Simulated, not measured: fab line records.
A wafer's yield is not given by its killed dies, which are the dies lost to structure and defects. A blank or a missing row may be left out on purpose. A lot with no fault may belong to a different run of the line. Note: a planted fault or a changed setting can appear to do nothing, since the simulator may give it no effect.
Matching of chambers + flow n5Finfet + 4 sister chambers for N5_BEOL_M8_ALD_77 on aldMetal-04
The step deposits TaN, target thk 2 nm, pulse time 2 s, purge time 3 s. 8 wafers are shown with their chamber, then 7 later ones without.

## EACH WAFER AND ITS CHAMBER
| wafer  | chamber | heaterPowerOuterW (W) | heaterPowerW (W) |
|--------|---------|-----------------------|------------------|
| L486.3 | 2       | 204                   | 367              |
| L489.2 | 3       | 217                   | 406              |
| L489.3 | 0       | 218                   | 412              |
| L489.6 | 0       | 215                   | 405              |
| L501.1 | 2       | 203                   | 364              |
| L501.2 | 1       | 256                   | 436              |
| L501.6 | 1       | 254                   | 433              |
| L504.2 | 3       | 218                   | 388              |

## WAFERS WHOSE CHAMBER IS MISSING
| wafer  | heaterPowerOuterW (W) | heaterPowerW (W) |
|--------|-----------------------|------------------|
| L504.3 | 208                   | 366              |
| L504.5 | 215                   | 408              |
| L505.1 | 214                   | 405              |
| L505.5 | 221                   | 401              |
| L506.2 | 252                   | 435              |
| L506.3 | 221                   | 391              |
| L506.6 | 222                   | 399              |

## WHICH CHAMBER EACH WENT THROUGH
| wafer  | from the rows above     | in truth |
|--------|-------------------------|----------|
| L504.3 | 2                       | 2        |
| L504.5 | can't be placed: 0 or 3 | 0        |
| L505.1 | can't be placed: 0 or 3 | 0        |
| L505.5 | can't be placed: 3 or 0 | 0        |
| L506.2 | 1                       | 1        |
| L506.3 | can't be placed: 3 or 0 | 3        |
| L506.6 | can't be placed: 3 or 0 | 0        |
Correctly placed: 2 of 7. Can't be placed from these rows: 5 (the true chamber is among the candidates in 5). 0 placed wrongly.
How it was worked out, from the rows above alone: a wafer's distance from a chamber is the root of the sum, over the readings, of the square of ((its reading less the chamber's mean) divided by the reading's scatter). The wafer belongs to the nearest chamber; if the next one is less than 2 further off, it can't be placed. The mean given for a chamber averages the wafers shown for that chamber. The scatter: the root of (the sum of the squares of (reading less its chamber's mean) over the shown wafers, divided by (wafers less chambers)).
